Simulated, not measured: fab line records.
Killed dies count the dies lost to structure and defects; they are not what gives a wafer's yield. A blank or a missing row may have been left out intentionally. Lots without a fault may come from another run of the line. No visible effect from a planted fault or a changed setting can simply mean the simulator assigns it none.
Matching of chambers :: flow n5-finfet :: N5_BEOL_M8_ETCH_62 on rie-diel-03: 4 sister chambers
The step etches SOC in N2/H2, target depth 110 nm, overetch 22 nm, time 165 s. 14 wafers are shown with their chamber, then 7 later ones without.

## WAFERS WITH THEIR CHAMBER
wafer: L074.1
chamber: 3
showerhead-plenum-p-Torr (Torr): 2.41
drypump-motor-current-A (A): 5.66
rf-vpp-V (V): 520.3

wafer: L074.4
chamber: 1
showerhead-plenum-p-Torr (Torr): 2.43
drypump-motor-current-A (A): 5.77
rf-vpp-V (V): 521.0

wafer: L074.6
chamber: 2
showerhead-plenum-p-Torr (Torr): 2.62
drypump-motor-current-A (A): 5.97
rf-vpp-V (V): 526.5

wafer: L075.2
chamber: 3
showerhead-plenum-p-Torr (Torr): 2.41
drypump-motor-current-A (A): 5.66
rf-vpp-V (V): 521.5

wafer: L075.3
chamber: 2
showerhead-plenum-p-Torr (Torr): 2.62
drypump-motor-current-A (A): 5.99
rf-vpp-V (V): 527.1

wafer: L075.4
chamber: 0
showerhead-plenum-p-Torr (Torr): 2.48
drypump-motor-current-A (A): 5.53
rf-vpp-V (V): 523.2

wafer: L080.2
chamber: 2
showerhead-plenum-p-Torr (Torr): 2.62
drypump-motor-current-A (A): 6.00
rf-vpp-V (V): 525.2

wafer: L080.4
chamber: 3
showerhead-plenum-p-Torr (Torr): 2.41
drypump-motor-current-A (A): 5.64
rf-vpp-V (V): 519.8

wafer: L080.5
chamber: 3
showerhead-plenum-p-Torr (Torr): 2.41
drypump-motor-current-A (A): 5.65
rf-vpp-V (V): 519.5

wafer: L086.2
chamber: 3
showerhead-plenum-p-Torr (Torr): 2.40
drypump-motor-current-A (A): 5.65
rf-vpp-V (V): 521.7

wafer: L086.3
chamber: 1
showerhead-plenum-p-Torr (Torr): 2.42
drypump-motor-current-A (A): 5.79
rf-vpp-V (V): 522.5

wafer: L086.4
chamber: 1
showerhead-plenum-p-Torr (Torr): 2.42
drypump-motor-current-A (A): 5.78
rf-vpp-V (V): 521.4

wafer: L084.1
chamber: 1
showerhead-plenum-p-Torr (Torr): 2.41
drypump-motor-current-A (A): 5.79
rf-vpp-V (V): 520.1

wafer: L084.4
chamber: 0
showerhead-plenum-p-Torr (Torr): 2.47
drypump-motor-current-A (A): 5.52
rf-vpp-V (V): 522.5

SIGNATURES, as means of the wafers listed above
reading: showerhead-plenum-p-Torr
chamber 0: 2.4750
chamber 1: 2.4200
chamber 2: 2.6200
chamber 3: 2.4080
scatter within a chamber: 0.00574

reading: drypump-motor-current-A
chamber 0: 5.5250
chamber 1: 5.7825
chamber 2: 5.9867
chamber 3: 5.6520
scatter within a chamber: 0.0104

reading: rf-vpp-V
chamber 0: 522.850
chamber 1: 521.250
chamber 2: 526.267
chamber 3: 520.560
scatter within a chamber: 0.952
Rule: distance of a wafer from a chamber = root of the sum over the readings of ((wafer's reading minus chamber's mean) / reading's scatter) squared. The wafer belongs to the nearest chamber; if the next one is less than 2 further off, it can't be placed. The scatter: take each reading less its chamber's mean, square it, sum over the shown wafers, divide by the number of wafers less the number of chambers, and take the root.

## WAFERS WITHOUT THEIR CHAMBER
wafer: L084.5
showerhead-plenum-p-Torr (Torr): 2.61
drypump-motor-current-A (A): 5.96
rf-vpp-V (V): 526.9

wafer: L094.2
showerhead-plenum-p-Torr (Torr): 2.41
drypump-motor-current-A (A): 5.78
rf-vpp-V (V): 520.3

wafer: L094.3
showerhead-plenum-p-Torr (Torr): 2.47
drypump-motor-current-A (A): 5.53
rf-vpp-V (V): 521.9

wafer: L094.4
showerhead-plenum-p-Torr (Torr): 2.39
drypump-motor-current-A (A): 5.70
rf-vpp-V (V): 520.6

wafer: L096.1
showerhead-plenum-p-Torr (Torr): 2.39
drypump-motor-current-A (A): 5.65
rf-vpp-V (V): 520.0

wafer: L096.2
showerhead-plenum-p-Torr (Torr): 2.47
drypump-motor-current-A (A): 5.51
rf-vpp-V (V): 522.0

wafer: L096.5
showerhead-plenum-p-Torr (Torr): 2.39
drypump-motor-current-A (A): 5.65
rf-vpp-V (V): 521.3

## CHAMBER TAKEN BY EACH
wafer: L084.5
from the rows above: 2
in truth: 2

wafer: L094.2
from the rows above: 1
in truth: 1

wafer: L094.3
from the rows above: 0
in truth: 0

wafer: L094.4
from the rows above: 3
in truth: 3

wafer: L096.1
from the rows above: 3
in truth: 3

wafer: L096.2
from the rows above: 0
in truth: 0

wafer: L096.5
from the rows above: 3
in truth: 3
Placed correctly: 7 of 7. Can't be placed from these rows: 0. Number placed wrongly: 0.
